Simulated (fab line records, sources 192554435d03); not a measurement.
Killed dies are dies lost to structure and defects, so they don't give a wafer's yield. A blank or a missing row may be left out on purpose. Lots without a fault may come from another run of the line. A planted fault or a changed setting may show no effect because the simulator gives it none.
A struck lot beside a sound one | flow n5_finfet | 30 steps out of a route of 1938
Sound: wafers L629.1, L629.3, L629.6. Struck: wafer L640.5. (L640.4, L640.6 of the same lot were not struck and are left out.) The cause comes at the end.
At each step with rows: each side's tool, then ch and its chambers, then its first start. Under that, the readings that differ: sound wafers | struck wafers | difference of the means | sigmas: that difference in standard deviations of wafers without a fault.
alike: readings whose means differ by less than 2 such deviations, and words and numbers that are the same on both sides. not compared: withheld readings, readings that some wafer has no value for, bounds like >300 that may hide the same value, and numbers for which the record gives no deviation and whose values overlap.
The two part at a step that has a row with sigmas, a row that says differs or no value, or rows on one side only. Numbers that don't overlap but have no deviation are shown without sigmas and don't part them. A reading that every wafer of one side lacks parts them only if that side has two wafers or more.

first, 9 steps without rows for these wafers: N5_BEOL_M2_COAT_62 (time 60 s, resist thk 12 nm); N5_BEOL_M2_COAT_73 (time 60 s, resist thk 5 nm); N5_BEOL_M2_COAT_05 (resist thk 30 nm); N5_BEOL_M2_EBR_07; N5_BEOL_M2_SOFTBAKE_06 (time 60 s); N5_BEOL_M2_EXPOSE_08 (exposes mask M2); N5_BEOL_M2_PEB_09 (peb time 60 s); N5_BEOL_M2_DEVELOP_10 (develop time 30 s); N5_BEOL_M2_DESCUM_16 (chemistry O2, time 7 s).
N5_BEOL_M2_ETCH_74: etches underlayer in N2/H2, target depth 6.5 nm, time 5.2 s.
  sound on rie_diel-04 ch 0,1,2, day 8 10:05; struck on rie_diel-04 ch 1, day 10 21:00
  alike: drypump_motor_current_A, etch_rf_on_time_s, h2_flow_sccm, n2_flow_sccm, oes_product_au, rf_vpp_V, showerhead_plenum_p_Torr, throttle_valve_pct
  not compared: rf_hours_counter_h
then, 16 steps without rows for these wafers: N5_BEOL_M2_ETCH_63 (etches SiARC in CF4, target depth 15.6 nm, time 26 s); N5_BEOL_M2_ETCH_64 (etches SOC in N2/H2, target depth 75 nm, overetch 22.5 nm, time 121.9 s); N5_BEOL_M2_STRIP_65 (strips in N2/H2); N5_BEOL_M2_STRIP_75 (strips in N2/H2); N5_BEOL_M2_STRIP_66 (strips in CF4); N5_BEOL_M2_HM_OPEN_17 (chemistry Cl2/BCl3, target TiN, target depth 20 nm, overetch 6 nm); N5_BEOL_M2_STRIP_19 (strips in O2); N5_BEOL_M2_COAT_67 (time 60 s, resist thk 60 nm); N5_BEOL_M2_COAT_68 (time 60 s, resist thk 12 nm); N5_BEOL_M2_COAT_76 (time 60 s, resist thk 5 nm); N5_BEOL_M2_COAT_22 (resist thk 30 nm); N5_BEOL_M2_EBR_24; N5_BEOL_M2_SOFTBAKE_23 (time 60 s); N5_BEOL_M2_EXPOSE_25 (exposes mask V1, defocus 5 nm); N5_BEOL_M2_PEB_26 (peb time 60 s); N5_BEOL_M2_DEVELOP_27 (develop time 30 s).
N5_BEOL_M2_INSPECT_30: inspects for defects (brightfield).
  sound on defect_inspect-02, day 8 11:08; struck on defect_inspect-02, day 10 21:55
  reading          | sound       | struck | difference | sigmas
  raw_defect_count | 286 287 297 | 1043   | +753       | +8
then, 1 step without rows for these wafers: N5_BEOL_M2_DESCUM_33 (chemistry O2, time 7 s).
-- the record jumps here: 3 days lie between the struck wafers' starts before and after (it left off in module BEOL_M2 and takes up again in module BEOL_M4, whose first step shown is number 1111 of the route) --
N5_BEOL_M4_RC_MEAS_101:
  sound on prober-02 ch 0, day 10 21:14; struck on prober-01 ch 0, day 13 18:34
  alike: DIBL_N, DIBL_P, IOFF_N, IOFF_P, ION_N, ION_P, SS_N, SS_P, VT_N, VT_P
-- the record jumps here: 4 days lie between the struck wafers' starts before and after (it left off in module BEOL_M4 and takes up again in module PASSIVATION, whose first step shown is number 1936 of the route) --
N5_PASSIVATION_PROBE_49:
  sound on prober-02, day 16 03:04; struck on prober-01, day 18 05:04
  reading                  | sound          | struck | difference | sigmas
  defect_limited_yield (%) | 89.7 91.3 90.3 | 84.5   | -5.9       | -4
  killed_at_M0_to_M3       | 42 29 45       | 119    | +80        | +8
  killed_dies              | 122 103 115    | 183    | +70        | +4
  killed_on_rim            | 19 21 18       | 33     | +14        | +3
  sort_bin_5_function (%)  | 5.8 5.2 5.3    | 7.5    | +2.1       | +2
  sort_n_pass              | 1058 1077 1065 | 997    | -70        | -4
  sort_yield_pct (%)       | 89.7 91.3 90.3 | 84.5   | -5.9       | -4
  alike: killed_at_M4_up, killed_at_contacts, killed_at_front_end, killed_at_other, killed_open, killed_short, sort_bin_6_memory

WHERE THEY PART
First at N5_BEOL_M2_INSPECT_30; last, within this record, at N5_PASSIVATION_PROBE_49.

WHY: what the simulator had put in
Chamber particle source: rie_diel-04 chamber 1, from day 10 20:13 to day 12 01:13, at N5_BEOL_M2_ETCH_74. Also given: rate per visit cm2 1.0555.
